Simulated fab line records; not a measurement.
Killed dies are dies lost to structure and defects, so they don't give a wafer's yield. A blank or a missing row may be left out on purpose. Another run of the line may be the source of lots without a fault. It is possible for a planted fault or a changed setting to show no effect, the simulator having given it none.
What tool caused it? -- flow n5Finfet -- 11 lots, 32 wafers sampled, at 5 steps of a route of 1938

## WHAT THE GAUGES READ, wafer by wafer
The record lacks any reading of a measuring or inspecting step that a usual standard deviation could be used to judge.

## WHICH TOOL RAN EACH LOT (tool, then ch and the chambers of the sampled wafers, then the start)
lot,N5_BEOL_M1_HM_STRIP_39,N5_PASSIVATION_PASS_ETCH_74,N5_PASSIVATION_AL_ETCH_33,N5_PASSIVATION_ETCH_59,N5_PASSIVATION_PROBE_49
L578,"wetBench-06 ch 0,6,7, day 6 11:46","rieDiel-05 ch 0,1,3, day 12 02:16","rieMetal-01 ch 0,1, day 12 03:53","rieMetal-01 ch 0,1, day 12 04:17",-
L580,"wetBench-06 ch 0,3,7, day 6 15:00","rieDiel-05 ch 1,3, day 12 06:08","rieMetal-01 ch 0, day 12 07:32","rieMetal-01 ch 0, day 12 07:56",-
L585,"wetBench-04 ch 5,6,7, day 7 23:49","rieDiel-06 ch 1,2,3, day 14 05:20","rieMetal-02 ch 0,1, day 14 07:28","rieMetal-02 ch 0,1, day 14 07:46","prober-02, day 14 12:23"
L588,"wetBench-03 ch 0,5,7, day 8 16:11","rieDiel-06 ch 0,2,3, day 15 04:38","rieMetal-03 ch 0,1, day 15 06:13","rieMetal-03 ch 0,1, day 15 06:37","prober-01, day 15 11:02"
L591,"wetBench-03 ch 5,7, day 9 14:57","rieDiel-05 ch 2,3, day 15 08:44","rieMetal-03 ch 0,1, day 15 11:04","rieMetal-03 ch 0,1, day 15 11:16","prober-02, day 15 15:53"
L593,"wetBench-06 ch 0,1,6, day 10 00:28","rieDiel-04 ch 1,3, day 16 06:27","rieMetal-02 ch 0,1, day 16 10:14","rieMetal-02 ch 0,1, day 16 10:38",-
L594,"wetBench-06 ch 0,2,6, day 10 04:18","rieDiel-06 ch 1,2,3, day 15 21:23","rieMetal-01 ch 0,1, day 16 00:24","rieMetal-01 ch 0,1, day 16 00:48",-
L596,"wetBench-06 ch 2,6,7, day 10 18:37","rieDiel-06 ch 0,1,3, day 16 19:41","rieMetal-03 ch 0,1, day 16 21:51","rieMetal-03 ch 0,1, day 16 22:15",-
L597,"wetBench-04 ch 0,5,7, day 11 08:49","rieDiel-04 ch 2,3, day 17 01:14","rieMetal-03 ch 0,1, day 17 03:01","rieMetal-03 ch 0,1, day 17 03:25",-
L600,"wetBench-04 ch 0,2,7, day 11 17:54","rieDiel-06 ch 0,1,3, day 18 07:05","rieMetal-03 ch 0,1, day 18 08:40","rieMetal-03 ch 0,1, day 18 09:04",-
L601,"wetBench-04 ch 1,2,3, day 12 02:22","rieDiel-06 ch 1,2, day 18 01:57","rieMetal-01 ch 0,1, day 18 03:43","rieMetal-01 ch 0,1, day 18 04:01",-
- N5_BEOL_M1_HM_STRIP_39: strips TiN in peroxide tin strip, target depth 25 nm, time 158 s.
- N5_PASSIVATION_PASS_ETCH_74: etches SiNx in CF4/O2, target depth 220 nm, time 110 s.
- N5_PASSIVATION_AL_ETCH_33: etches Al in Cl2/BCl3, stops on TaN, target depth 2800 nm, time 466.7 s.
- N5_PASSIVATION_ETCH_59: etches TaN in Cl2/BCl3, target depth 65 nm, time 34.9 s.
- N5_PASSIVATION_PROBE_49

## AS READ BY THE TOOLS THEMSELVES (means over the sampled wafers that have a number; for cases with no such wafer, the mark the record gives instead)
N5_PASSIVATION_PASS_ETCH_74.
lot,tool,drypumpMotorCurrentA (A),oesProductAu (a.u.),rfVppV (V),showerheadPlenumPTorr (Torr),throttleValvePct (%)
L578,rieDiel-05,5.5,0.74,243,2.20,16.12
L580,rieDiel-05,5.8,0.75,238,2.22,16.06
L585,rieDiel-06,5.6,0.78,242,2.19,15.98
L588,rieDiel-06,5.1,0.81,239,2.14,16.00
L591,rieDiel-05,5.7,0.88,241,2.23,15.80
L593,rieDiel-04,5.0,0.81,237,2.17,15.98
L594,rieDiel-06,5.6,0.77,242,2.19,16.02
L596,rieDiel-06,5.3,0.82,240,2.20,15.87
L597,rieDiel-04,5.1,0.80,245,2.19,15.89
L600,rieDiel-06,5.4,0.80,239,2.19,15.87
L601,rieDiel-06,6.1,0.75,246,2.25,16.12

N5_PASSIVATION_AL_ETCH_33.
lot,tool,drypumpMotorCurrentA (A),oesProductAu (a.u.),throttleValvePct (%)
L578,rieMetal-01,5.86,0.79,34.0
L580,rieMetal-01,6.04,0.88,33.5
L585,rieMetal-02,5.94,0.78,34.1
L588,rieMetal-03,5.70,0.73,34.3
L591,rieMetal-03,5.68,0.69,34.5
L593,rieMetal-02,5.57,0.76,34.0
L594,rieMetal-01,5.85,0.76,34.0
L596,rieMetal-03,5.70,0.72,34.3
L597,rieMetal-03,5.64,0.65,34.5
L600,rieMetal-03,5.63,0.85,34.1
L601,rieMetal-01,5.85,0.74,34.0

N5_PASSIVATION_ETCH_59.
lot,tool,drypumpMotorCurrentA (A),oesProductAu (a.u.),throttleValvePct (%)
L578,rieMetal-01,5.8,0.88,20.87
L580,rieMetal-01,6.1,0.95,20.55
L585,rieMetal-02,5.9,0.84,20.95
L588,rieMetal-03,5.7,0.82,21.11
L591,rieMetal-03,5.7,0.77,21.19
L593,rieMetal-02,5.6,0.82,20.97
L594,rieMetal-01,5.8,0.84,20.87
L596,rieMetal-03,5.7,0.81,21.12
L597,rieMetal-03,5.6,0.71,21.26
L600,rieMetal-03,5.6,0.96,20.86
L601,rieMetal-01,5.8,0.82,20.90

N5_PASSIVATION_PROBE_49.
lot,tool,defectLimitedYield (%),killed_at_M0_to_M3,killed_at_M4_up,killedAtContacts,killedAtFrontEnd,killedAtOther,killedDies,killedOnRim,killedOpen,killedShort,sort_bin_5_function (%),sort_bin_6_memory (%),sortNPass,sortYieldPct (%)
L585,prober-02,88.0,64,15,5,47,9,141,18,72,33,7.4,3.6,1039,88.0
L588,prober-01,89.3,35,13,20,56,2,126,14,81,42,6.2,3.7,1054,89.3
L591,prober-02,92.8,34,13,6,28,4,85,12,58,27,3.6,3.4,1095,92.8

## THE ANSWER, worked out from the rows above alone
Rule: usual is defined by the lots themselves. The widest of any qualifying gaps counts: lots, ordered by their means at a reading, are off when they make up no more than a third of the lots, leave a main group of 4 or more, and stand apart from it by 3 or more times the standard deviation of that group's means. If all means in a main group match to the digits the tables above print for the reading, that group is not used. A lot without any number at a reading at which 4 lots or more have one is off too. All remaining lots with rows at the step are treated as sound. First the gauges in route order, then the tools' own readings, where a lot's mean is used as printed above. At the first step where some lot is off, the reading lying furthest off is the one used; lots without a number count as furthest.
None of the lots is off at any reading shown; this tells nothing.

## WHAT WAS PUT IN BY THE SIMULATOR
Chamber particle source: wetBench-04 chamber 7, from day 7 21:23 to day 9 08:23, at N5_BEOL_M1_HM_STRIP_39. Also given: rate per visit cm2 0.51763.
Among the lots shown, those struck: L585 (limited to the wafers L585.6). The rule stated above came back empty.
